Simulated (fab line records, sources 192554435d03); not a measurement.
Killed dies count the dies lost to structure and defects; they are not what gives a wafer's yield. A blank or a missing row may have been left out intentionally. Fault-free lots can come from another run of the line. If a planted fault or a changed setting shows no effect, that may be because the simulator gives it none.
Matching of chambers | flow n5_finfet | rie_diel-03 running N5_BEOL_M5_STRIP_19: 4 sister chambers
The step strips in O2. 20 wafers are shown with their chamber, then 10 later ones without.

## EACH WAFER AND ITS CHAMBER
wafer  | chamber | drypump_motor_current_A (A) | showerhead_plenum_p_Torr (Torr) | throttle_valve_pct (%)
L075.3 | 0       | 6.0                         | 2.05                            | 16.43
L075.4 | 1       | 6.3                         | 2.15                            | 17.07
L075.6 | 1       | 6.3                         | 2.15                            | 17.08
L077.1 | 1       | 6.3                         | 2.15                            | 17.09
L077.2 | 3       | 5.7                         | 2.07                            | 16.85
L077.3 | 0       | 6.0                         | 2.04                            | 16.45
L082.2 | 0       | 6.1                         | 2.04                            | 16.46
L082.3 | 2       | 5.0                         | 2.12                            | 16.22
L082.6 | 0       | 6.1                         | 2.04                            | 16.44
L081.3 | 2       | 5.1                         | 2.12                            | 16.21
L081.4 | 2       | 5.0                         | 2.12                            | 16.22
L081.5 | 0       | 6.0                         | 2.04                            | 16.46
L083.2 | 3       | 5.7                         | 2.07                            | 16.87
L083.5 | 0       | 6.0                         | 2.04                            | 16.45
L083.6 | 3       | 5.7                         | 2.07                            | 16.86
L085.1 | 3       | 5.7                         | 2.06                            | 16.89
L085.3 | 2       | 5.0                         | 2.12                            | 16.23
L085.4 | 2       | 5.0                         | 2.12                            | 16.23
L087.1 | 1       | 6.3                         | 2.15                            | 16.71
L087.4 | 0       | 6.0                         | 2.04                            | 16.03

SIGNATURES, as means of the wafers listed above
reading                  | chamber 0 | chamber 1 | chamber 2 | chamber 3 | scatter within a chamber
drypump_motor_current_A  | 6.029     | 6.300     | 5.020     | 5.700     | 0.0373
showerhead_plenum_p_Torr | 2.0414    | 2.1500    | 2.1200    | 2.0675    | 0.00317
throttle_valve_pct       | 16.3886   | 16.9875   | 16.2220   | 16.8675   | 0.126
Rule: for a wafer and a chamber, the distance is found by dividing, reading by reading, the gap between the wafer's reading and the chamber's mean by the reading's scatter, squaring, summing and taking the root. If the next closest chamber is less than 2 further off than the closest, the wafer can't be placed; otherwise it belongs to the closest. The scatter: take each reading less its chamber's mean, square it, sum over the shown wafers, divide by the number of wafers less the number of chambers, and take the root.

## WAFERS MISSING THEIR CHAMBER
wafer  | drypump_motor_current_A (A) | showerhead_plenum_p_Torr (Torr) | throttle_valve_pct (%)
L087.5 | 5.0                         | 2.11                            | 16.25
L088.2 | 6.3                         | 2.14                            | 16.71
L088.5 | 5.0                         | 2.11                            | 16.24
L088.6 | 6.3                         | 2.14                            | 16.71
L094.1 | 5.0                         | 2.11                            | 16.26
L094.4 | 6.3                         | 2.14                            | 16.72
L094.5 | 6.0                         | 2.03                            | 16.07
L095.1 | 6.3                         | 2.14                            | 16.71
L095.3 | 5.7                         | 2.06                            | 16.46
L095.4 | 5.0                         | 2.11                            | 16.27

## WHICH CHAMBER EACH ONE RAN IN
wafer  | from the rows above | in truth
L087.5 | 2                   | 2
L088.2 | 1                   | 1
L088.5 | 2                   | 2
L088.6 | 1                   | 1
L094.1 | 2                   | 2
L094.4 | 1                   | 1
L094.5 | 0                   | 0
L095.1 | 1                   | 1
L095.3 | 3                   | 3
L095.4 | 2                   | 2
Correctly placed: 10 of 10. Not placeable from these rows: 0. Wrongly placed: 0.
